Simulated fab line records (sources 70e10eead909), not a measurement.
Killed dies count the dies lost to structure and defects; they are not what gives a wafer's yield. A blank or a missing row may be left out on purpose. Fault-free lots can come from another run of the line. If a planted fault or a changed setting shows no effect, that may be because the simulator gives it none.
What tool caused it? | flow nand-harc | Sampling: 12 lots, 36 wafers, 4 of 1302 route steps

WHAT THE GAUGES SHOWED, per wafer
NHARC_A_CONTACT_CD_MEAS_69 targets a cd of 300 nm.
lot  | measured     | on        | cd-nm (nm)
L074 | day 22 13:32 | cd-sem-01 | 300.6 299.9 300.7
L077 | day 23 00:44 | cd-sem-01 | 299.9 300.4 300.3
L079 | day 24 02:58 | cd-sem-03 | 299.6 299.1 299.6
L081 | day 25 20:59 | cd-sem-01 | 300.4 301.3 300.9
L083 | day 26 02:14 | cd-sem-02 | 300.1 300.2 300.5
L086 | day 26 18:28 | cd-sem-02 | 299.9 300.1 299.9
L087 | day 27 03:29 | cd-sem-01 | 300.0 299.8 300.3
L088 | day 28 06:20 | cd-sem-01 | 300.2 300.0 300.9
L090 | day 29 06:16 | cd-sem-02 | 300.2 299.4 301.0
L094 | day 30 11:07 | cd-sem-03 | 300.0 299.9 300.5
L096 | day 30 23:53 | cd-sem-03 | 300.1 300.1 300.6
L097 | day 32 03:32 | cd-sem-01 | 299.0 299.9 299.2

TOOL THAT RAN EACH LOT (tool first, then ch and the chambers of the sampled wafers, then the start)
lot  | NHARC_A_CONTACT_ETCH_50                       | NHARC_A_CONTACT_ETCH_117             | NHARC_A_CONTACT_ETCH_118
L074 | rie-diel-02 ch 1,2,3, day 22 06:23 or earlier | har-cap-etch-02 ch 0,1, day 22 06:23 | har-cap-etch-02 ch 0,1, day 22 06:33
L077 | rie-diel-03 ch 1,2,3, day 22 16:38 or earlier | har-cap-etch-02 ch 0,1, day 22 16:38 | har-cap-etch-02 ch 0,1, day 22 16:49
L079 | rie-diel-08 ch 0,2, day 23 18:10 or earlier   | har-cap-etch-03 ch 0,1, day 23 18:10 | har-cap-etch-03 ch 0,1, day 23 18:20
L081 | rie-diel-02 ch 0,1,3, day 25 13:18 or earlier | har-cap-etch-02 ch 0,1, day 25 13:18 | har-cap-etch-02 ch 0,1, day 25 13:28
L083 | rie-diel-08 ch 0,1,3, day 25 18:54 or earlier | har-cap-etch-02 ch 0,1, day 25 18:54 | har-cap-etch-02 ch 0,1, day 25 19:04
L086 | rie-diel-08 ch 1,2, day 26 06:02 or earlier   | har-cap-etch-01 ch 0,1, day 26 06:02 | har-cap-etch-01 ch 0,1, day 26 06:13
L087 | rie-diel-08 ch 0,2, day 26 14:55 or earlier   | har-cap-etch-02 ch 0,1, day 26 14:55 | har-cap-etch-02 ch 0,1, day 26 15:06
L088 | rie-diel-02 ch 1,2,3, day 27 23:13 or earlier | har-cap-etch-03 ch 0,1, day 27 23:13 | har-cap-etch-03 ch 0,1, day 27 23:23
L090 | rie-diel-08 ch 1,2, day 28 17:52 or earlier   | har-cap-etch-02 ch 0,1, day 28 17:52 | har-cap-etch-02 ch 0,1, day 28 18:02
L094 | rie-diel-02 ch 0,3, day 30 03:56 or earlier   | har-cap-etch-03 ch 1, day 30 03:56   | har-cap-etch-03 ch 1, day 30 04:07
L096 | rie-diel-08 ch 1,2, day 30 16:37 or earlier   | har-cap-etch-02 ch 0,1, day 30 16:37 | har-cap-etch-02 ch 0,1, day 30 16:47
L097 | rie-diel-08 ch 0,1,2, day 31 17:09 or earlier | har-cap-etch-02 ch 0,1, day 31 17:09 | har-cap-etch-02 ch 0,1, day 31 17:19
- NHARC_A_CONTACT_ETCH_50: etches the open film in CF4/CHF3, target depth 121 nm, time 60.5 s.
- NHARC_A_CONTACT_ETCH_117: etches the open film in C4F8/O2/Ar, time 190 s, target depth 1850 nm.
- NHARC_A_CONTACT_ETCH_118: etches the open film in C4F8/O2/Ar, time 190 s, target depth 1850 nm.

THE ANSWER, worked out from the rows above alone
Rule: the usual values come from the lots themselves. Put in order of their means at a reading, lots are off if they are a third of the lots or fewer, leave a main group of 4 or more, and stand apart from it by a gap of 3 or more times the standard deviation of the main group's means; of several such gaps the widest counts. A main group is skipped when, at the precision printed for the reading in the tables above, its means are all equal. Also off: a lot with no number at a reading for which 4 or more lots have one. Where the step has rows for the other lots, those lots are counted as sound.
No lot is off on any of the readings shown, so nothing can be concluded from this.

WHAT THE SIMULATOR HAD INSERTED
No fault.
